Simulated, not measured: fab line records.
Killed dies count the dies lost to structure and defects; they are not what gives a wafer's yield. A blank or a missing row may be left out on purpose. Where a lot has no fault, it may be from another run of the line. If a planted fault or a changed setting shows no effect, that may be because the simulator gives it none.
Split-lot experiment / flow n5-finfet / on a route of 1938 steps: 7 lots, 21 wafers read

## ABOUT THE SPLIT
At N5_PASSIVATION_ETCH_54 (etches SiO2 in CHF3/O2, target depth 880 nm, time 440 s), the setting source-w was moved away from the recipe's 650 W on 10 of the 21 wafers read, by -10.4% to +17.0%. All remaining wafers had this setting at the recipe value.

The reading comes from the split's own step.

## THE READING
rf-vpp-V, in V, at N5_PASSIVATION_ETCH_54 (etches SiO2 in CHF3/O2, target depth 880 nm, time 440 s). A value of 526 V with a standard deviation of 4.3 V is what fault-free wafers of this fab line usually give.

wafer=L075.1; tool, chamber at the split=rie-diel-04, 1; source-w as run, W=650; against the recipe=recipe; rf-vpp-V, V=526; against lot-mates on the recipe=-
wafer=L075.3; tool, chamber at the split=rie-diel-04, 3; source-w as run, W=650; against the recipe=recipe; rf-vpp-V, V=528; against lot-mates on the recipe=-
wafer=L075.4; tool, chamber at the split=rie-diel-04, 2; source-w as run, W=650; against the recipe=recipe; rf-vpp-V, V=522; against lot-mates on the recipe=-
wafer=L076.1; tool, chamber at the split=rie-diel-04, 2; source-w as run, W=582.7; against the recipe=-10.4%; rf-vpp-V, V=552; against lot-mates on the recipe=no lot-mate on the recipe
wafer=L076.2; tool, chamber at the split=rie-diel-04, 3; source-w as run, W=582.7; against the recipe=-10.4%; rf-vpp-V, V=558; against lot-mates on the recipe=no lot-mate on the recipe
wafer=L076.6; tool, chamber at the split=rie-diel-04, 2; source-w as run, W=582.7; against the recipe=-10.4%; rf-vpp-V, V=550; against lot-mates on the recipe=no lot-mate on the recipe
wafer=L083.1; tool, chamber at the split=rie-diel-01, 3; source-w as run, W=650; against the recipe=recipe; rf-vpp-V, V=534; against lot-mates on the recipe=-
wafer=L083.3; tool, chamber at the split=rie-diel-01, 2; source-w as run, W=650; against the recipe=recipe; rf-vpp-V, V=529; against lot-mates on the recipe=-
wafer=L083.4; tool, chamber at the split=rie-diel-01, 0; source-w as run, W=650; against the recipe=recipe; rf-vpp-V, V=525; against lot-mates on the recipe=-
wafer=L081.1; tool, chamber at the split=rie-diel-04, 3; source-w as run, W=702.9; against the recipe=+8.1%; rf-vpp-V, V=510; against lot-mates on the recipe=-11
wafer=L081.3; tool, chamber at the split=rie-diel-04, 1; source-w as run, W=702.9; against the recipe=+8.1%; rf-vpp-V, V=505; against lot-mates on the recipe=-16
wafer=L081.6; tool, chamber at the split=rie-diel-04, 0; source-w as run, W=650; against the recipe=recipe; rf-vpp-V, V=521; against lot-mates on the recipe=-
wafer=L086.1; tool, chamber at the split=rie-diel-03, 1; source-w as run, W=650; against the recipe=recipe; rf-vpp-V, V=521; against lot-mates on the recipe=-
wafer=L086.3; tool, chamber at the split=rie-diel-03, 2; source-w as run, W=723.8; against the recipe=+11.4%; rf-vpp-V, V=506; against lot-mates on the recipe=-20
wafer=L086.5; tool, chamber at the split=rie-diel-03, 2; source-w as run, W=650; against the recipe=recipe; rf-vpp-V, V=532; against lot-mates on the recipe=-
wafer=L095.2; tool, chamber at the split=rie-diel-01, 2; source-w as run, W=693.8; against the recipe=+6.7%; rf-vpp-V, V=511; against lot-mates on the recipe=-20
wafer=L095.5; tool, chamber at the split=rie-diel-01, 0; source-w as run, W=693.8; against the recipe=+6.7%; rf-vpp-V, V=506; against lot-mates on the recipe=-25
wafer=L095.6; tool, chamber at the split=rie-diel-01, 1; source-w as run, W=650; against the recipe=recipe; rf-vpp-V, V=531; against lot-mates on the recipe=-
wafer=L096.2; tool, chamber at the split=rie-diel-04, 2; source-w as run, W=760.7; against the recipe=+17.0%; rf-vpp-V, V=484; against lot-mates on the recipe=-37
wafer=L096.3; tool, chamber at the split=rie-diel-04, 0; source-w as run, W=650; against the recipe=recipe; rf-vpp-V, V=521; against lot-mates on the recipe=-
wafer=L096.6; tool, chamber at the split=rie-diel-04, 0; source-w as run, W=760.7; against the recipe=+17.0%; rf-vpp-V, V=482; against lot-mates on the recipe=-39

THE FIT
A straight line over all 21 wafers: rf-vpp-V changes by -2.48 V for each +1% of source-w; r = -0.98; the points scatter about the line by 4.4 V.
The same after taking each lot's own level away (the mean of its wafers on the recipe; 18 wafers): -2.18 V for each +1%; r = -0.95; scatter 4.5 V.
Per that fit: largest source-w move, reading shift of 37 V.
The span of the lots' own levels, 521.0 to 531.0 V, comes to 2.3 times the standard deviation stated above.
Hence the slope depends on the lot-to-lot level, as the two fits are not the same.
Check: for one of the wafers moved furthest among these (+17.0%), held out of the fit, the line's prediction against its lot-mates is -37.5 V. It came out at -37 V against them.
Tool readings at the split's step, against how far the setting was moved: rf-vpp-V r = -0.98.

## THESE WAFERS: OTHER SPLITS
Other splits were also applied to these wafers ahead of the reading. Each is held against what the fit with the lots' levels taken away leaves over:
other split on the same wafers=N5_BEOL_M14_TRENCH_ETCH_34 bias-w; wafers away from the commonest value=8; r with rf-vpp-V (lot level and that fit taken away)=-0.39
other split on the same wafers=N5_BEOL_M14_SPUTTER_43 power-w; wafers away from the commonest value=7; r with rf-vpp-V (lot level and that fit taken away)=-0.20
other split on the same wafers=N5_BEOL_M15_TRENCH_ETCH_34 time-s; wafers away from the commonest value=9; r with rf-vpp-V (lot level and that fit taken away)=-0.28
other split on the same wafers=N5_BEOL_M15_SPUTTER_45 time-s; wafers away from the commonest value=6; r with rf-vpp-V (lot level and that fit taken away)=-0.22
other split on the same wafers=N5_PASSIVATION_EXPOSE_27 dose-mj; wafers away from the commonest value=4; r with rf-vpp-V (lot level and that fit taken away)=-0.20

## FILE'S OWN FIT
rf-vpp-V changes by -2.15 V for each +1% of source-w, r = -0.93.
